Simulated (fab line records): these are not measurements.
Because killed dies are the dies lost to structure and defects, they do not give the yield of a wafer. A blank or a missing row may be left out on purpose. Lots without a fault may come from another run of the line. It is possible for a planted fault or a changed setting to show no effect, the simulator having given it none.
Comparing a struck lot with a sound one	flow n5 finfet	39 out of 1938 route steps
Sound: wafers L657.1, L657.3, L657.5. Struck: wafers L655.3, L655.6 (left out: L655.1, a lot-mate that was not struck); the cause follows at the end.
Per side, at each step with rows, come the tool, then ch with its chambers, and then its first start. Under that, the readings that differ: sound wafers	struck wafers	difference of the means	sigmas: that difference in standard deviations of wafers without a fault.
alike: same words and numbers on both sides, and readings whose means sit less than 2 such deviations apart. not compared: any withheld reading, any reading some wafer has no value for, any bound like >300 that may hide the same value, and any number with overlapping values for which the record gives no deviation.
Wherever a step has rows on one side only, a row that says differs or no value, or a row with sigmas, the two part there. When numbers do not overlap yet have no deviation, they are printed without sigmas and do not part them. A reading that every wafer of one side lacks parts them only if that side has two wafers or more.

first, 9 steps without rows for these wafers: N5_BEOL_M4_ANNEAL_95 (time 240 s); N5_BEOL_M4_SPUTTER_96 (material Cu, target thk 4.5 nm, time 8.29 s); N5_BEOL_M4_ECD_50 (material Cu, target thk 300 nm); N5_BEOL_M4_ANNEAL_51 (time 90 s); N5_BEOL_M4_CMP_52 (polishes, stops on SiOC, t overpolish 6.8 s, target thk 40 nm); N5_BEOL_M4_PRE_CLEAN_60 (time 15 s); N5_BEOL_M4_CO_CAP_55 (material Co, precursor CCTBA/H2, target thk 2 nm, time 102.1 s); N5_BEOL_M4_PRE_CLEAN_56 (time 15 s); N5_BEOL_M4_DEP_57 (deposits SiCN from 3MS/NH3, target thk 8 nm, time 14 s).
N5_BEOL_M4_RC_MEAS_101:
  sound on prober-01 ch 0, day 12 19:45; struck on prober-02 ch 0, day 12 10:18
  alike: DIBL_N, DIBL_P, IOFF_N, IOFF_P, ION_N, ION_P, SS_N, SS_P, VT_N, VT_P
then, 24 steps without rows for these wafers: N5_BEOL_M5_ILD_DEP_00 (deposits SiCOH lowk from DEMS/porogen, target thk 140.64 nm, time 25.9 s); N5_BEOL_M5_CURE_79 (cures SiCOH lowk, time 240 s); N5_BEOL_M5_PECVD_70 (deposits SiO2 from TEOS/O2, target thk 16 nm, time 18 s); N5_BEOL_M5_HM_DEP_02 (deposits TiN, target thk 20 nm); N5_BEOL_M5_COAT_59 (time 60 s, resist thk 60 nm); N5_BEOL_M5_COAT_60 (time 60 s, resist thk 12 nm); N5_BEOL_M5_COAT_71 (time 60 s, resist thk 5 nm); N5_BEOL_M5_COAT_05 (resist thk 30 nm); N5_BEOL_M5_EBR_07; N5_BEOL_M5_SOFTBAKE_06 (time 60 s); N5_BEOL_M5_EXPOSE_08 (exposes mask M5, target cd 28 nm); N5_BEOL_M5_PEB_09 (peb time 60 s); N5_BEOL_M5_DEVELOP_10 (develop time 30 s); N5_BEOL_M5_DESCUM_16 (chemistry O2, time 7 s); N5_BEOL_M5_ETCH_72 (etches underlayer in N2/H2, target depth 6.5 nm, time 5.2 s); N5_BEOL_M5_ETCH_61 (etches SiARC in CF4, target depth 15.6 nm, time 26 s); N5_BEOL_M5_ETCH_62 (etches SOC in N2/H2, target depth 75 nm, overetch 15 nm, time 112.5 s); N5_BEOL_M5_STRIP_63 (strips in N2/H2); N5_BEOL_M5_STRIP_73 (strips in N2/H2); N5_BEOL_M5_STRIP_64 (strips in CF4); N5_BEOL_M5_HM_OPEN_17 (chemistry Cl2/BCl3, target TiN, target depth 20 nm, overetch 6 nm); N5_BEOL_M5_STRIP_19 (strips in O2); N5_BEOL_M5_COAT_65 (time 60 s, resist thk 60 nm); N5_BEOL_M5_COAT_66 (time 60 s, resist thk 12 nm).
-- record jumps: 2 days separate the struck wafers' starts on either side; left off in module BEOL_M5, taken up again in module BEOL_M11, whose first shown step is the route's number 1540 --
N5_BEOL_M11_HM_DEP_02: deposits TiN, target thk 20 nm.
  sound: pvd sputter-02 at day 15 03:28; struck: pvd sputter-03 at day 14 17:41
reading	sound	struck	difference	sigmas
model.TiN_of_BEOL_M11_HM_DEP_02.thk nm (nm)	20 19.8 19.4	26.8 26.8	+7.1	
  alike: throttle valve pct
N5_BEOL_M11_HM_OPEN_17: chemistry Cl2/BCl3, target TiN, target depth 20 nm, overetch 6 nm.
  sound on rie metal-03 ch 0,1, day 15 04:16; struck on rie metal-03 ch 0,1, day 14 18:25
reading	sound	struck	difference	sigmas
model.etch.depth nm (nm)	20.09 19.79 19.48	25.01 25.95	+5.69	
  alike: drypump motor current A, oes product au, throttle valve pct
  not compared: rf hours counter h
N5_BEOL_M11_TRENCH_ETCH_37: etches SiCOH lowk in C4F6/O2, target depth 148.83 nm, time 48 s.
  sound on rie diel-01 ch 1,2; struck on rie diel-05 ch 1
reading	sound	struck	difference	sigmas
model.TiN_of_BEOL_M11_HM_DEP_02.thk nm (nm)	16 15.6 15.2	22.8 22.8	+7.2	
  alike: drypump motor current A, oes product au, rf vpp V, showerhead plenum p Torr, throttle valve pct
  not compared: rf hours counter h
N5_BEOL_M11_OCD_MEAS_38:
  sound: ocd-02 at day 15 05:58; struck: ocd-02 at day 14 21:28
reading	sound	struck	difference	sigmas
trench depth nm (nm)	147 153 153	108 138	-28	-8
N5_PASSIVATION_PROBE_49:
  sound: prober-01 at day 16 20:55; struck: prober-02 at day 16 14:24
reading	sound	struck	difference	sigmas
defect limited yield (%)	94.2 90.3 92.2	70.8 86.5	-13.6	-10
killed_at_M4_up	11 13 10	285 87	+175	+38
killed dies	68 114 92	345 159	+161	+10
killed on rim	12 11 10	60 38	+38	+9
sort_bin_5_function (%)	3.7 5.3 4.2	27.3 10.8	+14.7	+16
sort n pass	1112 1066 1088	835 1021	-161	-10
  alike: killed_at_M0_to_M3, killed at contacts, killed at front end, killed at other, killed open, killed short, sort_bin_6_memory, sort_bin_8_speed

## WHERE THEY PART
Last at N5_PASSIVATION_PROBE_49 as far as this record goes, first at N5_BEOL_M11_OCD_MEAS_38.

WHY: what the simulator had put in
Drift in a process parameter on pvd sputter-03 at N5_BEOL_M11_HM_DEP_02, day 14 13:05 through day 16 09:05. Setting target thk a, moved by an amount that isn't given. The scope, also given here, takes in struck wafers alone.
